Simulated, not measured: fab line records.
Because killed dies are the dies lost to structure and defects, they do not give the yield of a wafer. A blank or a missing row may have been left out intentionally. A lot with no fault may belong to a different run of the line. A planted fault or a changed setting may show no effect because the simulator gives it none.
A lot that was struck, set against a sound lot || flow n5-finfet || 32 out of 1938 route steps
Sound: wafers L328.3, L328.4, L328.6. Struck: wafers L332.4, L332.5, L332.6. The cause is named last.
Per side, at each step with rows, come the tool, then ch with its chambers, and then its first start. Under that, the readings that differ: sound wafers || struck wafers || difference of the means || sigmas: that difference in standard deviations of wafers without a fault.
alike: readings with means less than 2 such deviations apart, plus words and numbers identical on both sides. not compared: withheld readings, readings lacking a value on some wafer, bounds such as >300 that could conceal the same value, and numbers that have no deviation in the record and whose values overlap.
A row with sigmas, a row that says differs or no value, or rows on one side alone: a step with any of these is where the two part. Numbers that have no deviation but don't overlap get no sigmas and don't part them. Lack of a reading on every wafer of one side parts them only where that side has two or more wafers.

first, 9 steps without rows for these wafers: N5_MOL_CONTACT_COAG_PRECLEAN_125 (cleans in DIW, time 57.5 s); N5_MOL_CONTACT_COAG_SRD_126 (dry time 32 s); N5_MOL_CONTACT_COAG_CMP_23 (polishes, stops on SiO2, t overpolish 1.5 s, target thk 0 nm); N5_MOL_CONTACT_COAG_WET_ETCH_26 (target Co, target depth 13 nm); N5_MOL_CONTACT_COAG_WET_ETCH_116 (etches the open film in SC1-inhibited, target depth 4.6 nm, rinse time 30 s); N5_MOL_CONTACT_COAG_ALD_27 (deposits SiOC, target thk 17 nm, pulse time 1.5 s, time 2720 s); N5_MOL_CONTACT_COAG_CMP_28 (polishes, stops on SiNx, t overpolish 0.85 s, target thk 14.522 nm); N5_MOL_CONTACT_COAG_ALD_123 (deposits SiNx, target thk 5 nm, pulse time 1 s, purge time 2 s); N5_MOL_CONTACT_COAG_PECVD_31 (deposits SiO2 from TEOS/O2, target thk 46 nm, time 8.9 s).
N5_MOL_CONTACT_COAG_COAT_75: time 60 s, resist thk 60 nm.
  sound on litho-track-04 ch 0, day 7 03:28; struck on litho-track-04 ch 0, day 7 18:21
{"reading": "spin-speed-rpm (rpm)", "sound": "1500.3 1501.4 1501.0", "struck": "1565.8 1565.4 1565.4", "difference": "+64.6", "sigmas": "+59"}
{"reading": "model.SOC_of_MOL_CONTACT_COAG_COAT_75.thk-nm (nm)", "sound": "60 59.8 60", "struck": "58.4 58.4 58.6", "difference": -1.5, "sigmas": ""}
  alike: dispense-pressure-kPa
then, 13 steps without rows for these wafers: N5_MOL_CONTACT_COAG_COAT_76 (time 60 s, resist thk 10 nm); N5_MOL_CONTACT_COAG_COAT_77 (time 60 s, resist thk 10 nm); N5_MOL_CONTACT_COAG_COAT_78 (resist thk 40 nm); N5_MOL_CONTACT_COAG_EBR_80; N5_MOL_CONTACT_COAG_SOFTBAKE_79 (time 60 s); N5_MOL_CONTACT_COAG_EXPOSE_81 (exposes mask VG, defocus 0 nm); N5_MOL_CONTACT_COAG_PEB_82 (peb time 60 s); N5_MOL_CONTACT_COAG_DEVELOP_83 (develop time 30 s); N5_MOL_CONTACT_COAG_DESCUM_88 (chemistry O2, time 7 s); N5_MOL_CONTACT_COAG_ETCH_89 (etches underlayer in N2/H2, target depth 13 nm, time 10.4 s); N5_MOL_CONTACT_COAG_ETCH_90 (etches SiARC in CF4, target depth 13 nm, time 21.7 s); N5_MOL_CONTACT_COAG_ALD_131 (deposits SiO2, target thk 5 nm, pulse time 1 s, co reactant pulse time 1 s); N5_MOL_CONTACT_COAG_ETCHBACK_132 (etches SiO2 in CHF3, target depth 10 nm, time 6.7 s).
N5_MOL_CONTACT_COAG_ETCH_91: etches SOC in N2/H2, target depth 60 nm, overetch 21 nm, time 101.2 s.
  sound on rie-diel-04 ch 0,1,3, day 7 04:29; struck on rie-diel-01 ch 1,2, day 7 19:33
{"reading": "model.etch.depth-nm (nm)", "sound": "60.03 59.85 59.92", "struck": "58.47 58.38 58.57", "difference": -1.46, "sigmas": ""}
  alike: drypump-motor-current-A, oes-product-au, rf-vpp-V, showerhead-plenum-p-Torr, throttle-valve-pct
  not compared: rf-hours-counter-h
then, 4 steps without rows for these wafers: N5_MOL_CONTACT_COAG_STRIP_92 (strips in N2/H2); N5_MOL_CONTACT_COAG_STRIP_93 (strips in N2/H2); N5_MOL_CONTACT_COAG_ETCHBACK_135 (etches SiO2 in CHF3, target depth 25 nm, time 16.7 s); N5_MOL_CONTACT_COAG_STRIP_118 (strips in CHF3).
N5_MOL_CONTACT_COAG_VIA_ETCH_46: etches SiO2 in C4F6/O2, target depth 46 nm, overetch 9.2 nm, time 40 s.
  sound on rie-diel-04 ch 0,1,3, day 7 04:37; struck on rie-diel-01 ch 1,2, day 7 19:40
{"reading": "drypump-motor-current-A (A)", "sound": "6.6 6.4 5.8", "struck": "5.2 5.3 5.1", "difference": -1.1, "sigmas": -2}
{"reading": "model.SOC_of_MOL_CONTACT_COAG_COAT_75.thk-nm (nm)", "sound": "50.8 50.6 50.8", "struck": "49 49 49.4", "difference": -2, "sigmas": ""}
  alike: O2_flow_sccm, oes_f_703_au, oes_o_777_au, oes-product-au, rf-vpp-V, showerhead-plenum-p-Torr, throttle-valve-pct
  not compared: rf-hours-counter-h
then, 1 step without rows for these wafers: N5_MOL_CONTACT_COAG_STRIP_96 (strips in N2/H2).
-- a jump in the record: the struck wafers' starts before and after are 5 days apart (it breaks off in module MOL_CONTACT_COAG and resumes in module BEOL_M4, where the first step shown is number 1111 of the route) --
N5_BEOL_M4_RC_MEAS_101:
  sound on prober-02 ch 0, day 12 02:12; struck on prober-02 ch 0, day 13 06:49
  alike: DIBL_N, DIBL_P, IOFF_N, IOFF_P, ION_N, ION_P, SS_N, SS_P, VT_N, VT_P
N5_PASSIVATION_PROBE_49:
  the record holds rows for the sound wafers here (prober-02, day 16 09:37) but none for the struck ones

## WHERE THEY PART
Last at N5_PASSIVATION_PROBE_49 as far as this record goes, first at N5_MOL_CONTACT_COAG_COAT_75.

WHY: whatever the simulator had introduced
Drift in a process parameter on litho-track-04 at N5_MOL_CONTACT_COAG_COAT_75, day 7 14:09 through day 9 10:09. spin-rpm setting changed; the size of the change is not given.
